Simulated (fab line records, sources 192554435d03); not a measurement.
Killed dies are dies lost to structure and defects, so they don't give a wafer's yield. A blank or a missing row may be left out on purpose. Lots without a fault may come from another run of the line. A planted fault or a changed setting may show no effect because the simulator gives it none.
fab line records | flow n5_finfet
record lots=7 wafers=21
route steps=1938 shown BEOL_M14@1716 BEOL_M15@1797 MIM_BOT_ETCH@1866 TV_LITHO@1879
start_h: hours from the record's first day to the start of the lot's first wafer shown | wait_h: hours since the lot's step before | " the same as in the row above | L1.1+2: a row that stands for several wafers | - no value, or no start given | * or withheld: withheld | < > ~ a bound
route shown NAME@n: a module of which the file shows steps, and the number in the route of the first | usual: mean/standard deviation of fault-free wafers | same: alike in all rows | chamber/n: place in a boat | sites: the reading at each site | _std_site: their standard deviation | _edge_site: outer sites' mean less inner sites' | radius_mm: how far each site lies from the wafer's centre | mask NAME#n: copy n | behind: the tool/chamber that last shaped the wafer | hold: why the lot was held/for how many hours/how that ended | device: the transistor (n, p or np) that didn't switch | end of line: the same wafers' tests at the end of the route | a step without rows: its recipe alone | killed: dies lost to structure and defects at the first sort, not the wafer's yield | map: a wafer's dies, x killed, . not, _ none there
set.NAME: the setting as run; set.NAME@STEP: as run at that earlier step | model.NAME: the simulator's own value behind a step, which no gauge read
lots whose settings were changed on purpose; a table a step, a row a wafer
## steps
# step N5_BEOL_M14_ILD_DEP_00
# recipe material=SiO2 target_thk_a=11193 temp_c=400 precursor=TEOS/O2 pressure_torr=6.5 rf_w=900 teos_flow_sccm=161.4 gas=O2 flow_sccm=2650 time_s=237.4
# columns lot.wafer tool chamber start_h wait_h set.time_s model.SiO2_of_BEOL_M14_ILD_DEP_00.thk_nm
L074.2 pecvd-01 0 291.48 0.0 237.4 1123
L074.5 " 1 " " 237.4 1154
L074.6 " 0 " " 237.4 1137
L077.1 pecvd-01 0 295.58 0.0 237.4 1124
L077.3 " 2 " " 250.7 1204
L077.4 " 0 " " 237.4 1132
L079.3 pecvd-04 1 317.68 0.0 237.4 1104
L079.5 " 2 " " 254.3 1200
L079.6 " 1 " " 237.4 1099
L080.2 pecvd-02 0 318.13 0.0 237.4 1118
L080.3 " 1 " " 237.4 1145
L080.5 " 2 " " 237.4 1151
L090.4 pecvd-04 2 381.40 0.1 237.4 1122
L090.5 " 0 " " 237.4 1120
L090.6 " 1 " " 237.4 1104
L093.3 pecvd-01 2 409.26 0.0 249.5 1186
L093.5 " 2 " " 249.5 1188
L093.6 " 0 " " 249.5 1176
L097.1 pecvd-01 0 420.98 0.0 237.4 1082
L097.3 " 1 " " 249.1 1164
L097.4 " 2 " " 237.4 1138
# step N5_BEOL_M14_THK_MEAS_01
# recipe reads=SiO2_of_BEOL_M14_ILD_DEP_00
# usual M14_ILD_THK=1120/15
# columns lot.wafer tool chamber start_h wait_h set.time_s@BEOL_M14_ILD_DEP_00 M14_ILD_THK[nm]
L074.2 film_metro-01 - 291.67 0.1 237.4 1123
L074.5 " - " " 237.4 1153
L074.6 " - " " 237.4 1136
L077.1 film_metro-02 - 295.85 0.2 237.4 1124
L077.3 " - " " 250.7 1204
L077.4 " - " " 237.4 1132
L079.3 film_metro-01 - 317.87 0.1 237.4 1103
L079.5 " - " " 254.3 1199
L079.6 " - " " 237.4 1099
L080.2 film_metro-02 - 318.32 0.1 237.4 1119
L080.3 " - " " 237.4 1145
L080.5 " - " " 237.4 1152
L090.4 film_metro-02 - 381.51 0.0 237.4 1123
L090.5 " - " " 237.4 1119
L090.6 " - " " 237.4 1104
L093.3 film_metro-01 - 409.45 0.1 249.5 1187
L093.5 " - " " 249.5 1190
L093.6 " - " " 249.5 1177
L097.1 film_metro-01 - 421.17 0.1 237.4 1082
L097.3 " - " " 249.1 1163
L097.4 " - " " 237.4 1138
# step N5_BEOL_M14_EXPOSE_07
# recipe mask_id=V13 na=0.8 source_shape=annular sigma_inner=0.5 sigma_outer=0.8 polarization=unpolarized attpsm_phase_deg=180 dose_mj=57
# columns lot.wafer tool chamber start_h wait_h mask set.dose_mj
L074.2+5+6 krf_scanner-02 0 291.81 - V13#0 57
L077.1+3+4 krf_scanner-01 0 296.11 - V13#0 57
L079.3+5 krf_scanner-02 0 318.13 - V13#0 58.23
L079.6 " 0 " " V13#0 57
L080.2+3 krf_scanner-02 0 318.46 - V13#0 53.79
L080.5 " 0 " " V13#0 57
L090.4+5 krf_scanner-02 0 381.79 - V13#0 54.03
L090.6 " 0 " " V13#0 57
L093.3+5+6 krf_scanner-01 0 409.59 - V13#0 57
L097.1 krf_scanner-02 0 421.42 - V13#0 54.7
L097.3+4 " 0 " " V13#0 57
# step N5_BEOL_M14_PEB_08
# recipe peb_temp_c=130 peb_time_s=90
# step N5_BEOL_M14_DEVELOP_09
# recipe develop_time_s=45 rinse_liquid=diw dry=air_spin dev_temp_c=21
# step N5_BEOL_M14_HARDBAKE_14
# recipe temp_c=130 time_s=120
# step N5_BEOL_M14_CD_MEAS_10
# recipe target_cd_nm=250 landing_energy_ev=500 detector=se_inlens polarity=opening
# usual cd_nm=251.0/2.2
# columns lot.wafer tool chamber start_h wait_h set.dose_mj@BEOL_M14_EXPOSE_07 cd_nm
L074.2 cd_sem-02 0 291.98 - 57 251.0
L074.5 " 0 " " 57 251.4
L074.6 " 0 " " 57 252.4
L077.1 cd_sem-01 0 296.29 - 57 251.4
L077.3 " 0 " " 57 251.8
L077.4 " 0 " " 57 248.6
L079.3 cd_sem-02 0 318.30 - 58.23 255.2
L079.5 " 0 " " 58.23 257.4
L079.6 " 0 " " 57 255.4
L080.2 cd_sem-02 0 318.63 - 53.79 239.1
L080.3 " 0 " " 53.79 239.9
L080.5 " 0 " " 57 254.7
L090.4 cd_sem-02 0 381.95 - 54.03 240.2
L090.5 " 0 " " 54.03 245.9
L090.6 " 0 " " 57 253.4
L093.3 cd_sem-03 0 409.76 - 57 249.3
L093.5 " 0 " " 57 250.6
L093.6 " 0 " " 57 248.3
L097.1 cd_sem-02 0 421.60 - 54.7 245.8
L097.3 " 0 " " 57 251.1
L097.4 " 0 " " 57 250.2
# step N5_BEOL_M14_DESCUM_15
# recipe chemistry=O2 time_s=7.9 source_power_w=50 bias_power_w=20 pressure_mtorr=20 rf_frequency_hz=2.712e+07 temp_c=40 o2_flow_sccm=225
# step N5_BEOL_M14_ETCH_59
# recipe chemistry=N2/H2 target=BARC target_depth_a=890 overetch_a=267 time_s=67.9 ion_energy_ev=200 pressure_mtorr=30 source_w=840 bias_w=150 n2_flow_sccm=200 h2_flow_sccm=200
# step N5_BEOL_M14_VIA_ETCH_16
# recipe chemistry=C4F8/O2/Ar target=SiO2 he_inner_torr=15 he_outer_torr=30 target_depth_a=12313 time_s=withheld ion_energy_ev=800 pressure_mtorr=20 source_w=1905 bias_w=2040 Ar_flow_sccm=400 C4F8_flow_sccm=16 O2_flow_sccm=12 ends=cleared
# columns lot.wafer tool chamber start_h wait_h set.time_s@BEOL_M14_ILD_DEP_00 model.etch.depth_nm
L074.2 rie_diel-05 2 292.87 0.0 * 1123
L074.5 " 2 " " * 1154
L074.6 " 3 " " * 1137
L077.1 rie_diel-03 3 296.71 0.0 * 1124
L077.3 " 0 " " * 1204
L077.4 " 1 " " * 1132
L079.3 rie_diel-03 2 318.47 0.0 * 1104
L079.5 " 1 " " * 1200
L079.6 " 2 " " * 1099
L080.2 rie_diel-05 3 318.81 0.0 * 1118
L080.3 " 0 " " * 1145
L080.5 " 1 " " * 1151
L090.4 rie_diel-01 1 382.21 0.1 * 1122
L090.5 " 2 " " * 1120
L090.6 " 3 " " * 1104
L093.3 rie_diel-03 3 410.07 0.0 * 1186
L093.5 " 1 " " * 1188
L093.6 " 2 " " * 1176
L097.1 rie_diel-01 3 421.77 0.0 * 1082
L097.3 " 2 " " * 1164
L097.4 " 3 " " * 1138
# step N5_BEOL_M15_COAT_22
# recipe spin_rpm=1704 resist_thk_nm=800
# columns lot.wafer tool chamber start_h wait_h set.spin_rpm model.coat_of_BEOL_M15_COAT_22.thk_nm
L074.2 litho_track-05 0 - - 1704 798.2
L074.5 " 0 " " 1704 799.8
L074.6 " 0 " " 1704 800.4
L077.1 litho_track-01 0 - - 1595 825.8
L077.3 " 0 " " 1595 827.2
L077.4 " 0 " " 1704 798.4
L079.3 litho_track-05 0 - - 1704 798.2
L079.5 " 0 " " 1596 824.8
L079.6 " 0 " " 1596 825.8
L080.2 litho_track-05 0 - - 1704 799
L080.3 " 0 " " 1869 763
L080.5 " 0 " " 1704 801
L090.4 litho_track-04 0 - - 1585 832.2
L090.5 " 0 " " 1704 800.8
L090.6 " 0 " " 1585 827.6
L093.3 litho_track-01 0 - - 1704 803
L093.5 " 0 " " 1591 830.2
L093.6 " 0 " " 1704 804
L097.1 litho_track-01 0 - - 1704 803.8
L097.3 " 0 " " 1704 801.6
L097.4 " 0 " " 1704 804.6
# step N5_BEOL_M15_PEB_26
# recipe peb_temp_c=130 peb_time_s=90
# columns lot.wafer tool chamber start_h wait_h set.peb_time_s
L074.2+5+6 litho_track-01 0 300.05 0.0 90
L077.1+3 litho_track-05 0 306.46 0.1 70
L077.4 " 0 " " 90
L079.3+5 litho_track-05 0 326.18 0.0 72.54
L079.6 " 0 " " 90
L080.2+3+5 litho_track-01 0 326.54 0.0 90
L090.4 litho_track-04 0 387.95 0.0 90
L090.5+6 " 0 " " 101.2
L093.3+6 litho_track-04 0 418.75 0.0 71.39
L093.5 " 0 " " 90
L097.1+3+4 litho_track-05 0 430.91 0.1 90
# step N5_BEOL_M15_DEVELOP_27
# recipe develop_time_s=45 rinse_liquid=diw dry=air_spin dev_temp_c=21
# step N5_BEOL_M15_HARDBAKE_32
# recipe temp_c=130 time_s=120
# step N5_BEOL_M15_CD_MEAS_28
# recipe target_cd_nm=407.6 landing_energy_ev=500 detector=se_inlens
# usual cd_nm=407.8/2
# columns lot.wafer tool chamber start_h wait_h set.peb_time_s@BEOL_M15_PEB_26 cd_nm
L074.2 cd_sem-03 0 300.16 - 90 410.1
L074.5 " 0 " " 90 413.6
L074.6 " 0 " " 90 410.6
L077.1 cd_sem-03 0 306.57 - 70 397.7
L077.3 " 0 " " 70 398.0
L077.4 " 0 " " 90 408.5
L079.3 cd_sem-02 0 326.29 - 72.54 399.0
L079.5 " 0 " " 72.54 396.1
L079.6 " 0 " " 90 407.5
L080.2 cd_sem-03 0 326.66 - 90 408.4
L080.3 " 0 " " 90 412.5
L080.5 " 0 " " 90 409.1
L090.4 cd_sem-01 0 388.06 - 90 406.4
L090.5 " 0 " " 101.2 408.7
L090.6 " 0 " " 101.2 411.0
L093.3 cd_sem-02 0 418.87 - 71.39 396.8
L093.5 " 0 " " 90 404.1
L093.6 " 0 " " 71.39 394.9
L097.1 cd_sem-03 0 431.03 - 90 407.9
L097.3 " 0 " " 90 408.7
L097.4 " 0 " " 90 410.1
# step N5_BEOL_M15_DESCUM_33
# recipe chemistry=O2 time_s=7.9 source_power_w=50 bias_power_w=20 pressure_mtorr=20 rf_frequency_hz=2.712e+07 temp_c=40 o2_flow_sccm=225
# columns lot.wafer tool chamber start_h wait_h set.peb_time_s@BEOL_M15_PEB_26 model.BEOL_M15.cd_nm
L074.2 rie_diel-06 0 300.25 0.0 90 410
L074.5 " 1 " " 90 413.4
L074.6 " 0 " " 90 410.2
L077.1+3 rie_diel-04 0,1 306.66 0.0 70 397.8
L077.4 " 1 " " 90 408.6
L079.3 rie_diel-06 3 326.38 0.0 72.54 399.2
L079.5 " 0 " " 72.54 396.2
L079.6 " 3 " " 90 407.6
L080.2 rie_diel-02 3 326.76 0.1 90 408.2
L080.3 " 2 " " 90 412.2
L080.5 " 0 " " 90 409
L090.4 rie_diel-02 1 388.17 0.1 90 406.2
L090.5 " 3 " " 101.2 408.6
L090.6 " 2 " " 101.2 410.8
L093.3 rie_diel-06 1 419.69 0.8 71.39 397
L093.5 " 2 " " 90 404.4
L093.6 " 1 " " 71.39 394.8
L097.1 rie_diel-04 3 431.12 0.0 90 408.4
L097.3 " 1 " " 90 409
L097.4 " 0 " " 90 409.8
# step N5_BEOL_M15_ETCH_61
# recipe chemistry=N2/H2 target=BARC target_depth_a=890 overetch_a=267 time_s=67.9 ion_energy_ev=200 pressure_mtorr=30 source_w=840 bias_w=150 n2_flow_sccm=200 h2_flow_sccm=200
# columns lot.wafer tool chamber start_h wait_h set.spin_rpm@BEOL_M15_COAT_22 set.peb_time_s@BEOL_M15_PEB_26 model.coat_of_BEOL_M15_COAT_22.thk_nm model.BEOL_M15.cd_nm
L074.2 rie_diel-06 0 300.29 0.0 1704 90 714 402.8
L074.5 " 1 " " 1704 90 719.6 404.6
L074.6 " 0 " " 1704 90 716 403.6
L077.1 rie_diel-04 0 306.70 0.0 1595 70 742.8 390.6
L077.3 " 1 " " 1595 70 741.4 390
L077.4 " 1 " " 1704 90 712.4 401.6
L079.3 rie_diel-06 3 326.42 0.0 1704 72.54 719.2 391.8
L079.5 " 0 " " 1596 72.54 740.6 389.6
L079.6 " 3 " " 1596 90 746.8 399.8
L080.2 rie_diel-02 3 326.80 0.0 1704 90 715.6 400
L080.3 " 2 " " 1869 90 683.2 404.8
L080.5 " 0 " " 1704 90 719.2 401.6
L090.4 rie_diel-02 1 388.20 0.0 1585 90 747.6 397.8
L090.5 " 3 " " 1704 101.2 717.6 400.8
L090.6 " 2 " " 1585 101.2 748.4 403.2
L093.3 rie_diel-06 1 419.73 0.0 1704 71.39 718.6 388.2
L093.5 " 2 " " 1591 90 747.2 397.4
L093.6 " 1 " " 1704 71.39 720 386.2
L097.1 rie_diel-04 3 431.15 0.0 1704 90 722.2 400.6
L097.3 " 1 " " 1704 90 717.6 401.6
L097.4 " 0 " " 1704 90 723 402.4
# step N5_BEOL_M15_TRENCH_ETCH_34
# recipe chemistry=C4F8/O2/Ar target=SiO2 target_depth_a=8729.3 he_inner_torr=15 he_outer_torr=30 time_s=199 ion_energy_ev=800 pressure_mtorr=20 source_w=1905 bias_w=2040 Ar_flow_sccm=400 C4F8_flow_sccm=16 O2_flow_sccm=12
# step N5_BEOL_M15_STRIP_62
# recipe chemistry=O2 power_w=600 temp_c=60 pressure_mtorr=30 rf_frequency_hz=6e+07 bias_power_w=0 overash_fraction=0.3 o2_flow_sccm=225
# step N5_BEOL_M15_STRIP_37
# recipe chemistry=O2 power_w=600 temp_c=60 pressure_mtorr=30 rf_frequency_hz=6e+07 bias_power_w=0 overash_fraction=0.3 o2_flow_sccm=225
# step N5_BEOL_M15_ETCH_38
# recipe chemistry=CF4/N2 target=SiCN target_depth_a=1064 taper_deg=2 time_s=120.5 ion_energy_ev=150 mask_material=SiO2 pressure_mtorr=40 source_w=430 bias_w=70 Ar_flow_sccm=100 cf4_flow_sccm=60 n2_flow_sccm=60
# columns lot.wafer tool chamber start_h wait_h set.peb_time_s@BEOL_M15_PEB_26 model.BEOL_M15.cd_nm
L074.2 rie_diel-02 3 - - 90 403
L074.5 " 1 " " 90 404
L074.6 " 2 " " 90 403.4
L077.1 rie_diel-02 0 - - 70 391.6
L077.3 " 2 " " 70 390.4
L077.4 " 3 " " 90 402.2
L079.3 rie_diel-04 2 - - 72.54 391.4
L079.5 " 2 " " 72.54 390.2
L079.6 " 3 " " 90 399.6
L080.2 rie_diel-02 2 - - 90 400
L080.3 " 0 " " 90 405
L080.5 " 1 " " 90 401.8
L090.4 rie_diel-04 3 - - 90 398
L090.5 " 1 " " 101.2 400.4
L090.6 " 2 " " 101.2 403.2
L093.3 rie_diel-02 1 - - 71.39 388.2
L093.5 " 3 " " 90 398
L093.6 " 2 " " 71.39 386.4
L097.1 rie_diel-02 2 - - 90 401
L097.3 " 3 " " 90 402.6
L097.4 " 0 " " 90 403.2
# step N5_MIM_BOT_ETCH_ETCH_04
# recipe chemistry=CF4/O2 target=SiNx target_depth_a=260 time_s=13 ion_energy_ev=100 pressure_mtorr=40 source_w=535 bias_w=49 Ar_flow_sccm=100 cf4_flow_sccm=100 O2_flow_sccm=10
# columns lot.wafer tool chamber start_h wait_h set.time_s model.etch.depth_nm
L074.2 rie_diel-05 3 313.73 0.0 13 26.98
L074.5 " 0 " " 13 25.46
L074.6 " 1 " " 13 25.09
L077.1 rie_diel-03 2 314.15 0.0 11.6 22.5
L077.3 " 1 " " 13 26.88
L077.4 " 2 " " 11.6 22.53
L079.3 rie_diel-05 1 337.69 0.0 13 25.25
L079.5 " 2 " " 15.1 29.45
L079.6 " 1 " " 13 25.34
L080.2 rie_diel-01 1 338.03 0.0 10.77 22.26
L080.3 " 3 " " 10.77 22.2
L080.5 " 1 " " 13 26.87
L090.4 rie_diel-03 2 395.41 0.0 13 25.03
L090.5 " 2 " " 13 25.2
L090.6 " 3 " " 13 26.4
L093.3 rie_diel-01 3 434.37 0.0 13 26.75
L093.5 " 3 " " 13 26.88
L093.6 " 2 " " 13 26.51
L097.1 rie_diel-01 3 440.43 0.1 14.97 30.77
L097.3 " 3 " " 13 26.88
L097.4 " 1 " " 13 26.49
# step N5_PASSIVATION_EXPOSE_07
# recipe mask_id=TV na=0.55 source_shape=conventional sigma_outer=0.8 polarization=unpolarized defocus_nm=0 target_cd_nm=3000 dose_mj=22.75
# columns lot.wafer tool chamber start_h wait_h mask set.dose_mj
L074.2+5+6 krf_scanner-01 0 315.33 - TV#0 22.75
L077.1+3 krf_scanner-01 0 315.76 - TV#0 24.44
L077.4 " 0 " " TV#0 22.75
L079.3 krf_scanner-01 0 341.86 - TV#0 22.75
L079.5+6 " 0 " " TV#0 22.31
L080.2 krf_scanner-01 0 341.98 - TV#0 22.75
L080.3+5 " 0 " " TV#0 24.14
L090.4+5 krf_scanner-01 0 396.68 - TV#0 22.75
L090.6 " 0 " " TV#0 24.44
L093.3 krf_scanner-02 0 436.92 - TV#0 22.75
L093.5+6 " 0 " " TV#0 23.8
L097.1+3+4 krf_scanner-01 0 441.72 - TV#0 22.75
# step N5_PASSIVATION_PEB_08
# recipe peb_temp_c=withheld peb_time_s=*
# step N5_PASSIVATION_DEVELOP_09
# recipe develop_time_s=60 rinse_liquid=diw dry=air_spin dev_temp_c=21
# step N5_PASSIVATION_HARDBAKE_11
# recipe temp_c=130 time_s=120
# step N5_PASSIVATION_CD_MEAS_10
# recipe target_cd_nm=3000 landing_energy_ev=500 detector=se_inlens
# usual cd_nm=3000.3/2.1
# columns lot.wafer tool chamber start_h wait_h set.dose_mj@PASSIVATION_EXPOSE_07 cd_nm
L074.2 cd_sem-01 0 315.50 - 22.75 3003.9
L074.5 " 0 " " 22.75 3000.0
L074.6 " 0 " " 22.75 3002.7
L077.1 cd_sem-03 0 315.94 - 24.44 3013.2
L077.3 " 0 " " 24.44 3012.7
L077.4 " 0 " " 22.75 2996.4
L079.3 cd_sem-02 0 342.03 - 22.75 2999.5
L079.5 " 0 " " 22.31 2999.1
L079.6 " 0 " " 22.31 2996.6
L080.2 cd_sem-03 0 342.15 - 22.75 3001.4
L080.3 " 0 " " 24.14 3011.7
L080.5 " 0 " " 24.14 3010.9
L090.4 cd_sem-03 0 396.84 - 22.75 3002.2
L090.5 " 0 " " 22.75 3001.0
L090.6 " 0 " " 24.44 3014.5
L093.3 cd_sem-03 0 437.09 - 22.75 2998.4
L093.5 " 0 " " 23.8 3008.6
L093.6 " 0 " " 23.8 3011.2
L097.1 cd_sem-02 0 441.89 - 22.75 2997.6
L097.3 " 0 " " 22.75 2998.5
L097.4 " 0 " " 22.75 3002.0
# step N5_PASSIVATION_DESCUM_12
# recipe chemistry=O2 time_s=7.9 source_power_w=50 bias_power_w=20 pressure_mtorr=20 rf_frequency_hz=2.712e+07 temp_c=40 o2_flow_sccm=225
# columns lot.wafer tool chamber start_h wait_h set.time_s set.dose_mj@PASSIVATION_EXPOSE_07 model.TV_LITHO.cd_nm
L074.2 rie_diel-04 1 316.28 0.7 7.9 22.75 3004
L074.5 " 0 " " 7.9 22.75 3000
L074.6 " 3 " " 7.9 22.75 3003
L077.1 rie_diel-06 2 316.89 0.9 7.9 24.44 -
L077.3 " 1 " " 7.9 24.44 3012
L077.4 " 3 " " 7.9 22.75 2996
L079.3 rie_diel-04 2 342.11 0.0 7.9 22.75 2999
L079.5 " 0 " " 7.9 22.31 2999
L079.6 " 1 " " 7.9 22.31 2996
L080.2 rie_diel-02 0 342.90 0.7 7.9 22.75 3001
L080.3+5 " 3,0 " " 8.637 24.14 3012
L090.4 rie_diel-06 0 397.09 0.2 8.931 22.75 3002
L090.5 " 3 " " 7.9 22.75 3001
L090.6 " 2 " " 8.931 24.44 3015
L093.3 rie_diel-06 0 437.19 0.0 8.793 22.75 2999
L093.5 " 3 " " 7.9 23.8 3008
L093.6 " 2 " " 7.9 23.8 3011
L097.1 rie_diel-04 0 442.18 0.2 8.77 22.75 2998
L097.3 " 3 " " 8.77 22.75 2999
L097.4 " 1 " " 7.9 22.75 3002
## key
split step=N5_BEOL_M14_ILD_DEP_00 setting=time_s stated=237.4 by=wafer
response step=N5_BEOL_M14_ILD_DEP_00 reading=model.SiO2_of_BEOL_M14_ILD_DEP_00.thk_nm change=+13.1 per=1% r=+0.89
response step=N5_BEOL_M14_THK_MEAS_01 reading=M14_ILD_THK change=+13.1 per=1% r=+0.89
response step=N5_BEOL_M14_VIA_ETCH_16 reading=model.etch.depth_nm change=+13.1 per=1% r=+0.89
split step=N5_BEOL_M14_EXPOSE_07 setting=dose_mj stated=57 by=wafer
response step=N5_BEOL_M14_CD_MEAS_10 reading=cd_nm change=+2.02 per=1% r=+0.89
split step=N5_BEOL_M15_COAT_22 setting=spin_rpm stated=1704 by=wafer
response step=N5_BEOL_M15_COAT_22 reading=model.coat_of_BEOL_M15_COAT_22.thk_nm change=-4.07 per=1% r=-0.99
response step=N5_BEOL_M15_ETCH_61 reading=model.coat_of_BEOL_M15_COAT_22.thk_nm change=-4.01 per=1% r=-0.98
split step=N5_BEOL_M15_PEB_26 setting=peb_time_s stated=90 by=wafer
response step=N5_BEOL_M15_CD_MEAS_28 reading=cd_nm change=+0.444 per=1% r=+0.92
response step=N5_BEOL_M15_DESCUM_33 reading=model.BEOL_M15.cd_nm change=+0.448 per=1% r=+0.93
response step=N5_BEOL_M15_ETCH_61 reading=model.BEOL_M15.cd_nm change=+0.476 per=1% r=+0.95
response step=N5_BEOL_M15_ETCH_38 reading=model.BEOL_M15.cd_nm change=+0.474 per=1% r=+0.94
split step=N5_MIM_BOT_ETCH_ETCH_04 setting=time_s stated=13 by=wafer
response step=N5_MIM_BOT_ETCH_ETCH_04 reading=model.etch.depth_nm change=+0.284 per=1% r=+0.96
split step=N5_PASSIVATION_EXPOSE_07 setting=dose_mj stated=22.75 by=wafer
response step=N5_PASSIVATION_CD_MEAS_10 reading=cd_nm change=+1.94 per=1% r=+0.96
response step=N5_PASSIVATION_DESCUM_12 reading=model.TV_LITHO.cd_nm change=+1.92 per=1% r=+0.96
split step=N5_PASSIVATION_DESCUM_12 setting=time_s stated=7.9 by=wafer
response none clear
